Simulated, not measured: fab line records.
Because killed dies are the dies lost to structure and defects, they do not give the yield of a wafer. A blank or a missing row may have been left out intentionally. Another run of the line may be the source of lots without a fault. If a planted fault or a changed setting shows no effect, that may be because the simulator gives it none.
8D (eight disciplines) problem report, filled in by code ; flow nandHarc ; the parts of the form that need people (team, actions taken, sign-off) are left out

== 1. WHAT WENT WRONG ==
A mean of 78.7 s is read at NHARC_A_M1_ETCH_28 for runLengthS, taken on 1 wafer of 1 lot, against 94.5 s (standard deviation 0.41) on wafers free of any fault. Relative to the usual mean, that is a shift of -39 standard deviations.
The step: etches the open film in CF4/N2, target depth 30 nm, time 72.99 s.
The first sign was on wafer L874.3 at day 30 11:40, on rieDiel-13. Wafers with a number at this step in the record: 36, from 12 lots. Rule for "out" (also "out of limits"): further than 4 standard deviations from the usual mean. Any other wafer with a number is counted as sound.

== 2. WHAT IT IS AND WHAT IT IS NOT ==
question;is;is not
which readings at this step;runLengthS;drypumpMotorCurrentA, oesProductAu, rfVppV, showerheadPlenumPTorr, throttleValvePct
which lots;L874;L858, L860, L861, L862, L863, L864, L866, L868, L871, L879, L881
which wafers of those lots;L874.3;L874.1, L874.2
read on which tools;rieDiel-13;rieDiel-08, rieDiel-11
when;from day 30 11:40;"up to then (29 sound wafers); but 6 sound wafers of L879, L881 came after"

== 3. SUSPECTS, AND WHAT RULES EACH OUT ==
Counting: any tool at a process step up to the reading remains a suspect provided it ran every lot that is out. Sound lots after the first of them don't rule it out here, since some wafers of a struck lot are sound.
- pecvd-03 at NHARC_A_M0_DEP_32 (deposits SiCN, target thk 30 nm): kept. It ran the lot that is out, L874 (day 30 09:34); its last sound lot up to then is L866 (day 26 21:43).
- rieDiel-13 at NHARC_A_M1_ETCH_28 (etches the open film in CF4/N2, target depth 30 nm, time 72.99 s): kept. It ran the lot that is out, L874 (day 30 11:40); its last sound lot up to then is L868 (day 28 02:14). On those wafers its own readings are out: runLengthS.
- In pecvd-03 at NHARC_A_M0_DEP_32, the wafers that are out were processed in chamber 2 and their sound lot-mates in chambers 0, 1.
- In rieDiel-13 at NHARC_A_M1_ETCH_28, the wafers that are out were processed in chamber 0 and their sound lot-mates in chambers 1, 2.
After counting, pecvd-03 at NHARC_A_M0_DEP_32 and rieDiel-13 at NHARC_A_M1_ETCH_28 remain.

== 4. THE CAUSE (what the simulator had put in) ==
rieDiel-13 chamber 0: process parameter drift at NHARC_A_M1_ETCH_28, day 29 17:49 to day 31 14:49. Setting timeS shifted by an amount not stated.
Counting left 2 suspects, and this tool is among them.

== 5. THE CHAIN OF EFFECTS, in route order ==
One row per reading whose mean, taken over the struck wafers that have a number, lies over 3 standard deviations from the usual. Only readings for which the record gives a usual standard deviation are gone through. hours: the time from each lot's start at the first step in this table that gives one to its start at this step, as a median over the lots. sigmas: the change in usual standard deviations.
hours;step;reading;usual;on struck wafers;change;sigmas
0;NHARC_A_M1_ETCH_28;runLengthS;94.5 s;78.7;-15.8;-39
Here are the process steps it includes:
- NHARC_A_M1_ETCH_28: etches the open film in CF4/N2, target depth 30 nm, time 72.99 s.

== 6. WHAT WOULD HAVE CAUGHT IT SOONER ==
In this record no reading fell out of limits until day 30 11:40, 18 hours after the fault had begun at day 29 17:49.
